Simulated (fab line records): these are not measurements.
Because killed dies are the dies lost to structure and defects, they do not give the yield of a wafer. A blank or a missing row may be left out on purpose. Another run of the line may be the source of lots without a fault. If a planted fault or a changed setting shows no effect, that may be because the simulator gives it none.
Split-lot trial    flow n5Finfet    21 wafers read across 7 lots, on a route 1938 steps long

## THE SPLIT ITSELF
At N5_BEOL_M2_TRENCH_ETCH_37 (etches SiOC in C4F6/O2, target depth 55.555 nm, time 29.2 s), the setting timeS was moved away from the recipe's 29.2 s on 11 of the 21 wafers read, by -19.3% to +13.8%. For the rest of the wafers, this setting stayed at what the recipe calls for.

## FROM THE SPLIT TO THE READING: what the file shows between them, 13 steps
- N5_BEOL_M2_ETCH_41: etches SiCN in CH3F/O2, target depth 29.9 nm, time 52.5 s
- N5_BEOL_M2_STRIP_97: strips in N2/H2, time 10 s
- N5_BEOL_M2_OCD_MEAS_38
- N5_BEOL_M2_HM_STRIP_39: strips TiN in peroxide tin strip, target depth 25 nm, time 158 s
- N5_BEOL_M2_SRD_40: time 30 s
- N5_BEOL_M2_ECD_50: material Cu, target thk 300 nm
- N5_BEOL_M2_ANNEAL_51: time 90 s
- N5_BEOL_M2_CMP_52: polishes, stops on SiOC, t overpolish 6.8 s, target thk 40 nm
- N5_BEOL_M2_THK_MEAS_53: measures by xrf
- N5_BEOL_M2_PRE_CLEAN_60: time 15 s
- N5_BEOL_M2_CO_CAP_55: material Co, precursor CCTBA/H2, target thk 2 nm, time 102.1 s
- N5_BEOL_M2_PRE_CLEAN_56: time 15 s
- N5_BEOL_M2_DEP_57: deposits SiCN from 3MS/NH3, target thk 8 nm, time 14 s

## THE READING
M2_RS in ohm/sq, measured at N5_BEOL_M2_RS_MEAS_58 by four-point-probe. Typical for fault-free wafers on this fab line: 0.68 ohm/sq, with standard deviation 0.036 ohm/sq.

wafer   tool, chamber at the split  timeS as run, s  against the recipe  M2_RS, ohm/sq  against lot-mates on the recipe
L086.3  rieDiel-01, 1               29.2             recipe              0.69           -
L086.4  rieDiel-01, 1               31.58            +8.2%               0.58           -0.11
L086.6  rieDiel-01, 3               31.58            +8.2%               0.60           -0.09
L087.1  rieDiel-01, 1               25.95            -11.1%              0.92           +0.13
L087.3  rieDiel-01, 3               25.95            -11.1%              0.94           +0.15
L087.6  rieDiel-01, 3               29.2             recipe              0.79           -
L088.3  rieDiel-03, 0               29.2             recipe              0.69           -
L088.4  rieDiel-03, 2               29.2             recipe              0.76           -
L088.5  rieDiel-03, 1               32.02            +9.7%               0.61           -0.11
L090.1  rieDiel-06, 2               29.2             recipe              0.70           -
L090.5  rieDiel-06, 1               32.34            +10.8%              0.55           -0.15
L090.6  rieDiel-06, 2               32.34            +10.8%              0.55           -0.15
L093.2  rieDiel-01, 1               29.2             recipe              0.68           -
L093.4  rieDiel-01, 2               23.57            -19.3%              1.02           +0.35
L093.5  rieDiel-01, 0               29.2             recipe              0.66           -
L096.1  rieDiel-06, 2               33.22            +13.8%              0.53           no lot-mate on the recipe
L096.2  rieDiel-06, 3               33.22            +13.8%              0.51           no lot-mate on the recipe
L096.6  rieDiel-06, 2               33.22            +13.8%              0.54           no lot-mate on the recipe
L097.4  rieDiel-03, 1               29.2             recipe              0.67           -
L097.5  rieDiel-03, 1               29.2             recipe              0.68           -
L097.6  rieDiel-03, 2               29.2             recipe              0.70           -

THE FIT
A straight line over all 21 wafers: M2_RS changes by -0.0153 ohm/sq for each +1% of timeS; r = -0.97; the points scatter about the line by 0.036 ohm/sq.
The same after taking each lot's own level away (the mean of its wafers on the recipe; 18 wafers): -0.0147 ohm/sq for each +1%; r = -0.98; scatter 0.025 ohm/sq.
According to that fit, moving timeS by its largest amount changes the reading by 0.28 ohm/sq.
From 0.670 to 0.790 ohm/sq: that is the span of the lots' own levels, equal to 3.3 times the standard deviation above.
So the lot-to-lot level changes the slope little: the two slopes agree.
Check: +0.247 ohm/sq against its lot-mates is what the line predicts for one of the wafers moved furthest among these (-19.3%) when that wafer is left out of the fit. Against them it came out at +0.35 ohm/sq.

## THESE WAFERS: OTHER SPLITS
These wafers also went through other splits before the reading. Each is held against what the fit with the lots' levels taken away leaves over:
other split on the same wafers    wafers away from the commonest value  r with M2_RS (lot level and that fit taken away)
N5_BEOL_M0_SAQP_EXPOSE_37 doseMj  8                                     +0.39
N5_BEOL_M1_PECVD_72 timeS         5                                     +0.17
N5_BEOL_M1_COAT_05 spinRpm        5                                     -0.17
N5_BEOL_M2_ETCH_69 biasW          9                                     +0.13

## THE WHOLE CHAIN: every reading that the file lists as answering this split, in the file's order
step                       what it does                                                   reading                                                                      change (the file's fit)                r (the file's)
N5_BEOL_M2_TRENCH_ETCH_37  etches SiOC in C4F6/O2, target depth 55.555 nm, time 29.2 s    etch.depthNm (the simulator's own value, which no gauge read)                +0.557 nm for each +1% of the setting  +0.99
N5_BEOL_M2_TRENCH_ETCH_37  etches SiOC in C4F6/O2, target depth 55.555 nm, time 29.2 s    BEOL_M2.featureDepthNm (the simulator's own value, which no gauge read)      +0.557 nm for each +1% of the setting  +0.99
N5_BEOL_M2_OCD_MEAS_38                                                                    trenchDepthNm                                                                +0.548 nm for each +1% of the setting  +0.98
N5_BEOL_M2_CMP_52          polishes, stops on SiOC, t overpolish 6.8 s, target thk 40 nm  Cu_of_BEOL_M2_ECD_50.thkNm (the simulator's own value, which no gauge read)  +0.562 nm for each +1% of the setting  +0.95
N5_BEOL_M2_THK_MEAS_53     measures by xrf                                                M2_THK                                                                       +0.571 for each +1% of the setting     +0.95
N5_BEOL_M2_RS_MEAS_58      measures by four-point-probe                                   M2_RS                                                                        -0.0152 for each +1% of the setting    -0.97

## THE FILE'S OWN FIT
M2_RS changes by -0.0152 ohm/sq for each +1% of timeS, r = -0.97.
